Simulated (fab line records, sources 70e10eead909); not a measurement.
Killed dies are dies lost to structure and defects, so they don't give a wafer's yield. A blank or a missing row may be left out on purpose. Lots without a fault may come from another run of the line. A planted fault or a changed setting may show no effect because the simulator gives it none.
fab line records | flow nand_harc
record lots=12 wafers=36 last_day=24
route steps=1159 shown P_ZERO_WELL@4 P_STI@84 END@1159
lots that met no fault: from a run of the same line without faults
start_h: hours from the record's first day to the start of the lot's first wafer shown | wait_h: hours since the lot's step before | " the same as in the row above | L1.1+2: a row that stands for several wafers | - no value, or no start given | * or withheld: withheld | < > ~ a bound
route shown NAME@n: a module of which the file shows steps, and the number in the route of the first | usual: mean/standard deviation of fault-free wafers | same: alike in all rows | chamber/n: place in a boat | sites: the reading at each site | _std_site: their standard deviation | _edge_site: outer sites' mean less inner sites' | radius_mm: how far each site lies from the wafer's centre | mask NAME#n: copy n | behind: the tool/chamber that last shaped the wafer | hold: why the lot was held/for how many hours/how that ended | device: the transistor (n, p or np) that didn't switch | end of line: the same wafers' tests at the end of the route | a step without rows: its recipe alone | killed: dies lost to structure and defects at the first sort, not the wafer's yield | map: a wafer's dies, x killed, . not, _ none there
set.NAME: the setting as run; set.NAME@STEP: as run at that earlier step | model.NAME: the simulator's own value behind a step, which no gauge read
steps of the route over a sample of lots; a table a step, a row a wafer
services: from which hour (start_h, from the record's first day; less than 0 if before it) a tool's chamber was out of use, for how many hours, and why
## steps
# step NHARC_P_ZERO_WELL_PECVD_02
# recipe target_thk_a=100 temp_c=400 pressure_torr=6.5 rf_w=withheld teos_flow_sccm=withheld flow_sccm=2650 target_thk_nm=10 gas=O2 material=SiO2
# columns lot.wafer tool chamber start_h wait_h
L782.2+1+5 pecvd-04 2,0,1 12.49 -
L783.1+3+6 pecvd-01 1,2,0 18.51 -
L784.2+3+5 pecvd-01 2,0,2 24.48 -
L785.2+3+5 pecvd-04 2,1,0 30.51 -
L786.3+2+5 pecvd-01 2,1,2 36.44 -
L787.3+5+4 pecvd-04 1,1,2 42.48 -
L788.1+6+4 pecvd-01 0,0,1 48.55 -
L797.2+6+4 pecvd-04 1,0,2 102.49 -
L799.2+3+4 pecvd-01 1,0,2 114.45 -
L800.3+4+5 pecvd-02 2,1,0 120.49 -
L801.2+4+5 pecvd-01 0,1,1 126.45 -
L802.3+2+1 pecvd-02 0,1,2 132.45 -
# step NHARC_P_ZERO_WELL_DESCUM_54
# recipe time_s=3 o2_flow_sccm=200 ar_flow_sccm=0 bias_power_w=0 chemistry=O2
# usual drypump_motor_current_A=5.6/0.54 oes_product_au=1.005/0.011 rf_vpp_V=57.8/0.94 showerhead_plenum_p_Torr=1.92/0.087 throttle_valve_pct=11.311/0.01
# columns lot.wafer tool chamber start_h wait_h drypump_motor_current_A oes_product_au rf_hours_counter_h rf_vpp_V showerhead_plenum_p_Torr throttle_valve_pct
L782.2 rie_diel-07 1 18.04 - 5.4 1.019 8 58.3 1.95 11.315
L782.1 " 0 " " 5.1 1.002 9 59.5 2.00 11.316
L782.5 " 1 " " 5.4 1.012 - 58.9 1.95 11.310
L783.3 rie_diel-01 2 24.14 - 5.1 1.004 4 57.7 1.79 11.308
L783.1 " 0 " " 5.8 1.003 3 56.5 1.86 11.306
L783.6 " 1 " " 6.5 1.008 - 58.8 1.94 11.309
L784.2 rie_diel-01 0 29.98 - 5.8 0.991 4 57.4 1.86 11.311
L784.3 " 2 " " 5.2 1.002 5 56.5 1.79 11.309
L784.5 " 1 " " 6.5 1.003 - 58.2 1.94 11.288
L785.3 rie_diel-01 2 36.03 - 5.2 1.008 5 55.6 1.79 11.316
L785.2 " 0 " " 5.8 0.991 4 58.0 1.86 11.322
L785.5 " 3 " " 5.9 1.007 - 58.8 2.04 11.305
L786.3 rie_diel-01 0 41.82 - 5.8 1.000 4 57.8 1.86 11.318
L786.2 " 2 " " 5.2 1.011 5 56.5 1.79 11.315
L786.5 " 0 " " 5.8 1.008 - 58.0 1.86 11.304
L787.4 rie_diel-07 3 48.01 - 5.2 0.988 12 56.4 1.82 11.304
L787.3 " 1 " " 5.4 1.008 10 56.1 1.95 11.307
L787.5 " 3 " " 5.2 0.997 - 57.4 1.82 11.315
L788.1 rie_diel-01 0 54.56 - 5.8 0.996 5 58.0 1.86 11.306
L788.4 " 0 " " 5.9 0.994 - 57.5 1.86 11.319
L788.6 " 2 " " 5.2 0.995 - 56.1 1.79 11.304
L797.4 rie_diel-07 0 107.91 - 5.1 1.027 4 57.9 2.00 11.303
L797.2 " 3 " " 5.2 1.002 4 56.9 1.82 11.334
L797.6 " 0 " " 5.1 1.020 - 59.7 2.00 11.322
L799.4 rie_diel-01 3 119.75 - 5.9 1.012 10 57.5 2.04 11.315
L799.2 " 0 " " 5.9 1.001 10 58.2 1.86 11.314
L799.3 " 1 " " 6.6 1.010 6 57.8 1.94 11.318
L800.4 rie_diel-07 0 125.82 - 5.1 1.024 5 56.9 2.00 11.313
L800.3 " 1 " " 5.4 1.014 5 57.0 1.95 11.307
L800.5 " 2 " " 5.4 0.988 - 57.5 1.97 11.316
L801.2 rie_diel-01 0 132.05 - 5.9 0.995 11 57.9 1.86 11.320
L801.4 " 1 " " 6.5 1.014 7 58.6 1.94 11.287
L801.5 " 0 " " 5.8 1.004 - 57.3 1.86 11.302
L802.2 rie_diel-03 0 137.95 - 5.3 1.019 7 57.2 1.91 11.308
L802.1 " 2 " " 6.6 1.000 8 56.3 1.79 11.324
L802.3 " 3 " " 6.3 0.990 8 56.9 2.03 11.315
# step NHARC_P_STI_OVL_MEAS_10
# usual overlay_x_nm=1/4.9 overlay_y_nm=2/6.4
# columns lot.wafer tool chamber start_h wait_h overlay_x_nm overlay_y_nm
L782.1 overlay-01 - 39.54 - 6 -8
L782.2 " - " " 6 -8
L782.5 " - " " 6 -7
L783.1 overlay-02 - 39.71 - 5 1
L783.3 " - " " 6 1
L783.6 " - " " 6 1
L784.2 overlay-02 - 51.74 - 5 11
L784.3 " - " " 5 10
L784.5 " - " " 5 11
L785.2 overlay-01 - 51.90 - -6 -2
L785.3 " - " " -5 -2
L785.5 " - " " -5 -2
L786.2 overlay-02 - 60.05 - -6 -10
L786.3 " - " " -6 -10
L786.5 " - " " -6 -10
L787.3 overlay-01 - 65.02 - 1 2
L787.4 " - " " 1 2
L787.5 " - " " 0 2
L788.1 overlay-02 - 71.95 - 4 -5
L788.4 " - " " 3 -5
L788.6 " - " " 4 -5
L797.2 overlay-01 - 125.64 - 1 4
L797.4 " - " " 1 4
L797.6 " - " " 0 4
L799.2 overlay-01 - 133.77 - 4 -6
L799.3 " - " " 4 -5
L799.4 " - " " 4 -6
L800.3 overlay-02 - 149.48 - 3 -2
L800.4 " - " " 4 -1
L800.5 " - " " 4 -2
L801.2 overlay-01 - 149.64 - 6 6
L801.4 " - " " 6 6
L801.5 " - " " 6 6
L802.1 overlay-02 - 157.48 - -3 -3
L802.2 " - " " -3 -3
L802.3 " - " " -4 -3
# step NHARC_P_STI_INSPECT_11
# usual raw_defect_count=7/3.4
# columns lot.wafer tool chamber start_h wait_h raw_defect_count
L782.1 defect_inspect-02 - 39.58 0.0 6
L782.2 " - " " 8
L782.5 " - " " 6
L783.1 defect_inspect-01 - 39.75 0.0 5
L783.3 " - " " 4
L783.6 " - " " 7
L784.2 defect_inspect-01 - 51.78 0.0 0
L784.3 " - " " 10
L784.5 " - " " 3
L785.2 defect_inspect-02 - 51.94 0.0 4
L785.3 " - " " 8
L785.5 " - " " 7
L786.2 defect_inspect-02 - 60.08 0.0 3
L786.3 " - " " 7
L786.5 " - " " 8
L787.3 defect_inspect-02 - 65.08 0.1 15
L787.4 " - " " 10
L787.5 " - " " 7
L788.1 defect_inspect-01 - 71.98 0.0 7
L788.4 " - " " 8
L788.6 " - " " 10
L797.2 defect_inspect-02 - 125.68 0.0 12
L797.4 " - " " 6
L797.6 " - " " 24
L799.2 defect_inspect-02 - 133.81 0.0 5
L799.3 " - " " 5
L799.4 " - " " 6
L800.3 defect_inspect-01 - 149.51 0.0 10
L800.4 " - " " 8
L800.5 " - " " 13
L801.2 defect_inspect-02 - 149.67 0.0 6
L801.4 " - " " 2
L801.5 " - " " 3
L802.1 defect_inspect-02 - 157.52 0.0 5
L802.2 " - " " 5
L802.3 " - " " 15
# step NHARC_P_STI_ETCH_31
# recipe target_depth_a=1089 time_s=54.5 cf4_flow_sccm=100 chf3_flow_sccm=30 ar_flow_sccm=0 rf_w=500 bias_w=200 chemistry=CF4/CHF3
# usual chf3_flow_sccm=30.01/0.084 drypump_motor_current_A=5.9/0.39 oes_product_au=0.961/0.016 rf_vpp_V=370.5/1.7 showerhead_plenum_p_Torr=1.57/0.044 throttle_valve_pct=16.804/0.0085
# columns lot.wafer tool chamber start_h wait_h chf3_flow_sccm drypump_motor_current_A oes_product_au rf_hours_counter_h rf_vpp_V showerhead_plenum_p_Torr throttle_valve_pct
L782.2 rie_diel-09 0 - - 29.96 5.2 0.963 3 368.7 1.54 16.792
L782.1 " 3 " " 30.07 5.9 0.960 2 367.9 1.51 16.815
L782.5 " 1 " " 30.15 5.6 0.978 - 372.5 1.62 16.805
L783.1 rie_diel-05 3 - - 29.89 5.8 0.971 2 370.7 1.55 16.805
L783.3 " 2 " " 29.87 6.4 0.965 3 373.3 1.58 16.802
L783.6 " 3 " " 29.97 5.8 0.957 - 369.9 1.55 16.812
L784.2 rie_diel-05 2 - - 30.01 6.5 0.960 3 371.5 1.58 16.800
L784.3 " 0 " " 30.03 5.7 0.982 3 369.1 1.53 16.808
L784.5 " 3 " " 29.96 5.8 0.960 - 370.6 1.55 16.805
L785.3 rie_diel-05 1 - - 29.95 6.5 0.938 3 372.9 1.63 16.811
L785.2 " 2 " " 29.96 6.5 0.944 3 370.8 1.58 16.811
L785.5 " 3 " " 29.94 5.8 0.921 - 371.0 1.55 16.801
L786.3 rie_diel-06 1 - - 30.11 6.2 0.965 5 373.6 1.58 16.805
L786.2 " 2 " " 29.89 5.6 0.960 5 371.6 1.61 16.798
L786.5 " 2 " " 30.05 5.6 0.948 - 371.3 1.61 16.803
L787.4 rie_diel-09 2 - - 30.04 5.3 0.947 4 374.6 1.69 16.797
L787.3 " 0 " " 29.94 5.2 0.963 4 369.7 1.54 16.809
L787.5 " 2 " " 30.10 5.3 0.957 - 371.8 1.69 16.799
L788.1 rie_diel-05 0 - - 30.00 5.7 0.951 4 370.4 1.53 16.794
L788.4 " 1 " " 30.12 6.5 0.914 5 372.5 1.63 16.788
L788.6 " 3 " " 30.09 5.8 0.944 - 369.6 1.55 16.805
L797.2 rie_diel-05 1 - - 30.12 6.5 0.940 9 371.6 1.63 16.820
L797.4 " 2 " " 30.02 6.4 0.975 8 370.1 1.58 16.807
L797.6 " 0 " " 29.85 5.7 0.964 - 368.9 1.52 16.801
L799.2 rie_diel-05 3 - - 29.95 5.8 0.965 9 369.1 1.55 16.810
L799.4 " 1 " " 30.10 6.5 0.943 9 372.7 1.63 16.794
L799.3 " 2 " " 30.02 6.5 0.988 9 369.6 1.58 16.798
L800.3 rie_diel-05 0 - - 30.09 5.7 0.959 10 369.3 1.52 16.796
L800.4 " 2 " " 30.04 6.5 0.982 10 370.3 1.58 16.797
L800.5 " 0 " " 30.19 5.7 0.969 - 368.4 1.52 16.793
L801.4 rie_diel-06 1 - - 30.17 6.2 0.962 3 370.5 1.58 16.813
L801.2 " 2 " " 30.05 5.7 0.954 3 372.4 1.61 16.809
L801.5 " 2 " " 29.95 5.7 0.956 - 371.4 1.61 16.816
L802.2 rie_diel-05 0 - - 29.92 5.8 0.962 10 370.1 1.52 16.798
L802.1 " 1 " " 29.91 6.5 0.955 10 370.8 1.63 16.798
L802.3 " 2 " " 30.00 6.5 0.971 10 371.8 1.58 16.818
# step NHARC_END_SORT_01
# recipe temp_c=25
# usual killed_at_array=29/11 killed_at_other=0.6/0.75 killed_at_periphery=3.1/2.1 killed_dies=32/11 killed_open=3.0/1.8 killed_short=1.8/1.3
# same gross_dies=677
# columns lot.wafer tool chamber start_h wait_h killed_at_array killed_at_other killed_at_periphery killed_dies killed_open killed_short
L797.2 prober-01 0 531.23 2.8 50 0 1 51 2 2
L797.4 prober-01 0 532.82 3.4 38 0 3 41 5 2
L797.6 prober-01 0 534.42 4.0 52 1 15 68 2 3
# killed by level:class
L797.2 A_CHANNEL_HOLE_D1:chamber_film_flake=18 A_SLIT:chamber_film_flake=18 A_STAIRCASE:chamber_film_flake=4 A_ONON_D1:geometric_particle:short=2 A_BONDPAD:chamber_film_flake=2 P_M0:geometric_particle:open=1 A_M0:geometric_particle:open=1 A_ZERO_WELL:chamber_film_flake=1
L797.4 A_SLIT:chamber_film_flake=13 A_CHANNEL_HOLE_D1:chamber_film_flake=10 A_BLC:chamber_film_flake=5 A_STAIRCASE:chamber_film_flake=3 P_M0:geometric_particle:open=2 A_CONTACT:chamber_film_flake=2 P_GATE:geometric_particle:open=1 A_CHANNEL_HOLE_D1:geometric_particle:short=1
L797.6 A_CHANNEL_HOLE_D1:chamber_film_flake=18 A_SLIT:chamber_film_flake=18 P_ZERO_WELL:unspecified=15 A_BONDPAD:chamber_film_flake=4 A_BLC:chamber_film_flake=3 A_CONTACT:chamber_film_flake=2 A_CHANNEL_FILL_D1:geometric_particle:open=1 A_CHANNEL_FILL_D1:geometric_particle:short=1
## services
# columns tool chamber start_h hours kind
rie_diel-09 3 -9.47 10.0 repair
rie_diel-01 1 -3.50 6.5 repair
rie_diel-07 2 10.92 7.8 repair
pecvd-04 - 14.00 13.0 pm
rie_diel-06 3 15.72 1.8 repair
rie_diel-05 0 17.39 7.5 repair
rie_diel-01 0 19.28 3.9 repair
rie_diel-07 0 24.71 21.0 repair
pecvd-02 - 25.39 0.2 repair
pecvd-02 2 34.52 2.8 repair
rie_diel-05 - 36.61 0.4 repair
rie_diel-07 1 37.60 2.2 repair
rie_diel-07 3 49.39 1.6 repair
rie_diel-07 - 51.20 9.0 pm
rie_diel-01 1 53.12 51.3 repair
rie_diel-05 0 55.66 14.5 repair
pecvd-01 - 56.16 13.0 pm
rie_diel-05 2 60.08 9.6 repair
pecvd-04 - 109.45 2.5 repair
pecvd-01 2 124.68 12.8 repair
pecvd-01 2 137.55 13.5 repair
rie_diel-01 - 138.14 9.0 pm
pecvd-04 - 140.19 0.6 repair
pecvd-01 2 157.18 8.7 repair
## key
first_sign step=NHARC_P_STI_INSPECT_11 reading=raw_defect_count direction=up sigmas=5.1 usual=7 struck=24
effect step=NHARC_END_SORT_01 reading=killed_at_periphery direction=up sigmas=5.6 usual=3.1 struck=15
met_at NHARC_P_ZERO_WELL_PECVD_02
struck_lots L797
struck_wafers L797.6
tester_left_out L797
not_acting_at NHARC_P_ZERO_WELL_DESCUM_54,NHARC_P_STI_OVL_MEAS_10,NHARC_P_STI_ETCH_31
onset_between 30.51 102.49
fault kind=chamber_particle_source tool=pecvd-04 chamber=0 onset_h=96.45 steps=NHARC_P_ZERO_WELL_PECVD_02 rate_per_visit_cm2=0.026874 end_h=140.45
# tester_left_out: of these lots the tester's yield and bins aren't shown, on N5 and GAA mostly nor the transistor test; their killed dies are dies lost to structure and defects alone, not to doping, threshold or leakage, so they don't give the yield
